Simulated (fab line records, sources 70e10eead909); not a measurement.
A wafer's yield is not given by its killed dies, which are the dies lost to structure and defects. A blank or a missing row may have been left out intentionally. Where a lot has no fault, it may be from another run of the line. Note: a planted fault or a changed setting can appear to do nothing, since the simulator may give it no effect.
Chamber matching	flow nand harc	pecvd-03 running NHARC_A_M1_DEP_33: 3 sister chambers
The step deposits SiCN, target thk 30 nm. 3 wafers are shown with their chamber, then 7 later ones without.

WAFERS PAIRED WITH THEIR CHAMBERS
wafer	chamber	heater power w (W)
L083.2	1	584
L092.1	2	424
L092.2	0	476

WAFERS MISSING THEIR CHAMBER
wafer	heater power w (W)
L092.4	430
L097.1	479
L097.2	436
L097.5	661
L097.3	636
L097.4	432
L097.6	499

CHAMBER TAKEN BY EACH
wafer	from the rows above	in truth
L092.4	can't be placed: 2 or 0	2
L097.1	can't be placed: 0 or 2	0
L097.2	can't be placed: 2 or 0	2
L097.5	1	1
L097.3	1	1
L097.4	can't be placed: 2 or 0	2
L097.6	can't be placed: 0 or 2 or 1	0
Correct placement for 2 of the 7. Not placeable from these rows: 5 (in 5, the candidates include the true chamber). 0 placed wrongly.
How it was worked out, from the rows above alone: a wafer's distance from a chamber is the root of the sum, over the readings, of the square of ((its reading less the chamber's mean) divided by the reading's scatter). The wafer belongs to the nearest chamber; if the next one is less than 2 further off, it can't be placed. The mean given for a chamber averages the wafers shown for that chamber. The scatter: with one shown wafer a chamber, the root of the mean of the squares of how far each hidden wafer lies from its nearest shown one.
